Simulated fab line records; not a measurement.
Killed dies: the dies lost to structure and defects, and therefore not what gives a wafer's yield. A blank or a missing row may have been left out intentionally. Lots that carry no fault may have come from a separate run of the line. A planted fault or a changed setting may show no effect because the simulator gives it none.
What tool caused it? -- flow nand-harc -- route of 1302 steps, sampled at 1 step: 14 lots, 42 wafers

## WHAT THE GAUGES SHOWED, per wafer
NHARC_P_GATE_INSPECT_68. Usual: 195 for raw-defect-count, sd 68.
lot,measured,on,raw-defect-count,flag
L253,day 6 00:12,defect-inspect-01,186 144 133,
L254,day 6 06:58,defect-inspect-01,241 153 123,
L255,day 6 17:16,defect-inspect-01,250 160 189,
L256,day 7 06:19,defect-inspect-02,309 225 150,
L258,day 8 02:35,defect-inspect-02,240 189 241,
L259,day 8 08:13,defect-inspect-02,250 162 262,
L260,day 8 13:16,defect-inspect-02,131 177 236,
L261,day 9 00:53,defect-inspect-02,174 159 177,
L262,day 9 15:50,defect-inspect-02,180 306 189,
L267,day 11 19:17,defect-inspect-02,182 190 252,
L272,day 13 23:12,defect-inspect-01,88 168 191,
L273,day 14 08:30,defect-inspect-01,184 177 222,
L274,day 14 17:35,defect-inspect-02,203 225 235,
L276,day 15 07:37,defect-inspect-02,129 136 218,

## TOOL THAT RAN EACH LOT (tool first, then ch and the chambers of the sampled wafers, then the start)
The record shows no process step preceding these readings.

## AS READ BY THE TOOLS THEMSELVES (means over the sampled wafers that have a number; for cases with no such wafer, the mark the record gives instead)
The record holds no such reading with a usual standard deviation.

## THE ANSWER, worked out from the rows above alone
Rule: take the mean of a lot's wafers that have a number; if it is more than 3 standard deviations from the usual mean, the lot is off. A lot without any number at a reading at which 4 lots or more have one is off too. All remaining lots with rows at the step are treated as sound. The gauges are gone through in route order, then the tools' own readings, and for those a lot's mean is taken as printed above. The first step at which some lot is off is used, and at that step the reading that is off furthest; a lot without a number counts as furthest.
Nothing can be told from this: no lot is off at any reading shown.

## WHAT THE SIMULATOR HAD INSERTED
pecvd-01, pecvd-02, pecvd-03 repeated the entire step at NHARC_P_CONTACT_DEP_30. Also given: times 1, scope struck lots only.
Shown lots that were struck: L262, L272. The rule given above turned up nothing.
